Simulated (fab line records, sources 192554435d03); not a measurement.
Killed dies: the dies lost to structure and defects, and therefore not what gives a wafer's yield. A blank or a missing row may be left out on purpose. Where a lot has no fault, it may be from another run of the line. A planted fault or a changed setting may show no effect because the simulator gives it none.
Matching of chambers + flow n5_finfet + N5_BEOL_M5_CMP_52 on cmp-02: 4 sister chambers
The step polishes, stops on SiCOH lowk, t overpolish 6.9 s, target thk 62 nm. 8 wafers are shown with their chamber, then 7 later ones without.

== EACH WAFER AND ITS CHAMBER ==
| wafer  | chamber | motor_current_A (A) | time_to_endpoint_s (s) |
|--------|---------|---------------------|------------------------|
| L085.1 | 1       | 5.7                 | 63.9                   |
| L085.2 | 0       | 6.7                 | 65.6                   |
| L085.6 | 3       | 5.6                 | 62.1                   |
| L087.1 | 1       | 5.9                 | 65.0                   |
| L087.5 | 3       | 5.7                 | 62.5                   |
| L087.6 | 2       | 6.2                 | 65.9                   |
| L089.2 | 2       | 6.1                 | 63.6                   |
| L089.4 | 0       | 6.5                 | 59.7                   |

== WAFERS WHOSE CHAMBER IS MISSING ==
| wafer  | motor_current_A (A) | time_to_endpoint_s (s) |
|--------|---------------------|------------------------|
| L089.5 | 5.8                 | 64.7                   |
| L088.1 | 5.7                 | 60.9                   |
| L088.2 | 5.7                 | 61.6                   |
| L088.3 | 5.9                 | 62.9                   |
| L097.2 | 5.6                 | 63.9                   |
| L097.4 | 6.5                 | 63.0                   |
| L097.5 | 6.1                 | 61.7                   |

== WHICH CHAMBER EACH ONE RAN IN ==
| wafer  | from the rows above          | in truth |
|--------|------------------------------|----------|
| L089.5 | can't be placed: 1 or 3      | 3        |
| L088.1 | can't be placed: 3 or 1      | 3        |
| L088.2 | can't be placed: 3 or 1      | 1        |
| L088.3 | can't be placed: 1 or 3 or 2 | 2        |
| L097.2 | can't be placed: 3 or 1      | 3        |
| L097.4 | 0                            | 0        |
| L097.5 | can't be placed: 2 or 1      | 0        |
1 of 7 placed correctly. These rows do not allow placing 6 (true chamber among the candidates in 5). Number placed wrongly: 0.
How it was worked out, from the rows above alone: a wafer's distance from a chamber is the root of the sum, over the readings, of the square of ((its reading less the chamber's mean) divided by the reading's scatter). If the next closest chamber is less than 2 further off than the closest, the wafer can't be placed; otherwise it belongs to the closest. A chamber's mean is the mean of its shown wafers. The scatter is the square root of a quotient: the sum, over the shown wafers, of each reading's squared deviation from its chamber's mean, divided by wafers minus chambers.
